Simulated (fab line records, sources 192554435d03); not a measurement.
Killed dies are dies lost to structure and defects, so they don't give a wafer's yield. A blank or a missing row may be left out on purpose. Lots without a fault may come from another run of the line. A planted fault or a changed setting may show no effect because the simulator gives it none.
Chamber matching | flow n5_finfet | N5_STI_FIN_REVEAL_ETCHBACK_08 on rie_diel-05: 4 sister chambers
The step etches SiO2 in C4F6/O2, target depth 30.5 nm, time 10.167 s. 18 wafers are shown with their chamber, then 9 later ones without.

WAFERS WITH THEIR CHAMBER
wafer  | chamber | drypump_motor_current_A (A) | rf_vpp_V (V) | showerhead_plenum_p_Torr (Torr)
L076.4 | 2       | 5.9                         | 631          | 2.81
L076.5 | 1       | 4.9                         | 655          | 2.89
L076.6 | 0       | 6.3                         | 640          | 2.78
L078.4 | 1       | 4.9                         | 655          | 2.89
L078.5 | 1       | 4.9                         | 654          | 2.89
L078.6 | 2       | 5.9                         | 629          | 2.81
L080.3 | 0       | 6.3                         | 641          | 2.78
L080.4 | 2       | 5.9                         | 631          | 2.80
L080.5 | 0       | 6.3                         | 641          | 2.78
L081.2 | 3       | 5.6                         | 672          | 2.92
L081.3 | 2       | 6.0                         | 630          | 2.80
L081.5 | 2       | 5.9                         | 630          | 2.80
L082.2 | 2       | 5.9                         | 631          | 2.80
L082.3 | 1       | 5.0                         | 655          | 2.89
L082.6 | 1       | 4.9                         | 654          | 2.89
L091.2 | 0       | 6.3                         | 639          | 2.77
L091.3 | 3       | 5.6                         | 671          | 2.91
L091.4 | 1       | 4.9                         | 656          | 2.88

SIGNATURES (means of the wafers above)
reading                  | chamber 0 | chamber 1 | chamber 2 | chamber 3 | scatter within a chamber
drypump_motor_current_A  | 6.300     | 4.917     | 5.917     | 5.600     | 0.0345
rf_vpp_V                 | 640.25    | 654.83    | 630.33    | 671.50    | 0.82
showerhead_plenum_p_Torr | 2.7775    | 2.8883    | 2.8033    | 2.9150    | 0.00494
Rule: a wafer's distance from a chamber is the root of the sum, over the readings, of the square of ((its reading less the chamber's mean) divided by the reading's scatter). The wafer belongs to the nearest chamber; if the next one is less than 2 further off, it can't be placed. The scatter: the root of (the sum of the squares of (reading less its chamber's mean) over the shown wafers, divided by (wafers less chambers)).

WAFERS WITHOUT THEIR CHAMBER
wafer  | drypump_motor_current_A (A) | rf_vpp_V (V) | showerhead_plenum_p_Torr (Torr)
L092.2 | 6.3                         | 640          | 2.77
L092.4 | 4.9                         | 654          | 2.88
L092.6 | 4.9                         | 654          | 2.88
L095.1 | 4.9                         | 656          | 2.87
L095.2 | 6.0                         | 629          | 2.79
L095.4 | 5.6                         | 671          | 2.91
L097.1 | 5.6                         | 671          | 2.91
L097.4 | 4.9                         | 656          | 2.87
L097.5 | 6.3                         | 639          | 2.76

WHICH CHAMBER EACH WENT THROUGH
wafer  | from the rows above | in truth
L092.2 | 0                   | 0
L092.4 | 1                   | 1
L092.6 | 1                   | 1
L095.1 | 1                   | 1
L095.2 | 2                   | 2
L095.4 | 3                   | 3
L097.1 | 3                   | 3
L097.4 | 1                   | 1
L097.5 | 0                   | 0
Placed correctly: 9 of 9. Can't be placed from these rows: 0. Placed wrongly: 0.
